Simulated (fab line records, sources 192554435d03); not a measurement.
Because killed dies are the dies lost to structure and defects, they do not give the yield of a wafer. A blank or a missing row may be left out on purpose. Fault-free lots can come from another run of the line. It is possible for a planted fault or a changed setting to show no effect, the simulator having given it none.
Matching of chambers | flow n5 finfet | N5_BEOL_M6_ETCH_72 on rie diel-05: 4 sister chambers
The step etches underlayer in N2/H2, target depth 6.5 nm, time 5.2 s. 8 wafers are shown with their chamber, then 11 later ones without.

## WAFERS PAIRED WITH THEIR CHAMBERS
wafer  | chamber | drypump motor current A (A) | throttle valve pct (%)
L079.3 | 0       | 5.8                         | 17.81
L082.3 | 0       | 5.8                         | 17.79
L086.1 | 2       | 5.5                         | 17.49
L086.6 | 1       | 5.1                         | 18.10
L087.1 | 3       | 6.5                         | 18.31
L087.4 | 2       | 5.5                         | 17.48
L087.5 | 1       | 5.2                         | 18.11
L088.2 | 3       | 6.5                         | 18.31

## WAFERS WHOSE CHAMBER IS MISSING
wafer  | drypump motor current A (A) | throttle valve pct (%)
L088.5 | 6.5                         | 18.33
L088.6 | 5.2                         | 18.11
L091.1 | 5.8                         | 17.33
L091.3 | 6.5                         | 18.34
L091.5 | 5.8                         | 17.35
L093.1 | 5.5                         | 17.53
L093.4 | 5.2                         | 17.72
L093.5 | 5.7                         | 17.35
L097.1 | 5.8                         | 17.38
L097.3 | 5.1                         | 17.71
L097.5 | 5.7                         | 17.37

## THE CHAMBER EACH PASSED THROUGH
wafer  | from the rows above | in truth
L088.5 | 3                   | 3
L088.6 | 1                   | 1
L091.1 | 2                   | 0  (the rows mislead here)
L091.3 | 3                   | 3
L091.5 | 2                   | 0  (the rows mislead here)
L093.1 | 2                   | 2
L093.4 | 0                   | 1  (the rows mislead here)
L093.5 | 2                   | 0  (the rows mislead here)
L097.1 | 2                   | 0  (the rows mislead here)
L097.3 | 0                   | 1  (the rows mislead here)
L097.5 | 2                   | 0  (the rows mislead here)
Correctly placed: 4 of 11. Number that these rows cannot place: 0. Wrongly placed: 7.
How it was worked out, from the rows above alone: a wafer's distance from a chamber is the root of the sum, over the readings, of the square of ((its reading less the chamber's mean) divided by the reading's scatter). If the next closest chamber is less than 2 further off than the closest, the wafer can't be placed; otherwise it belongs to the closest. The mean given for a chamber averages the wafers shown for that chamber. The scatter is the square root of a quotient: the sum, over the shown wafers, of each reading's squared deviation from its chamber's mean, divided by wafers minus chambers.
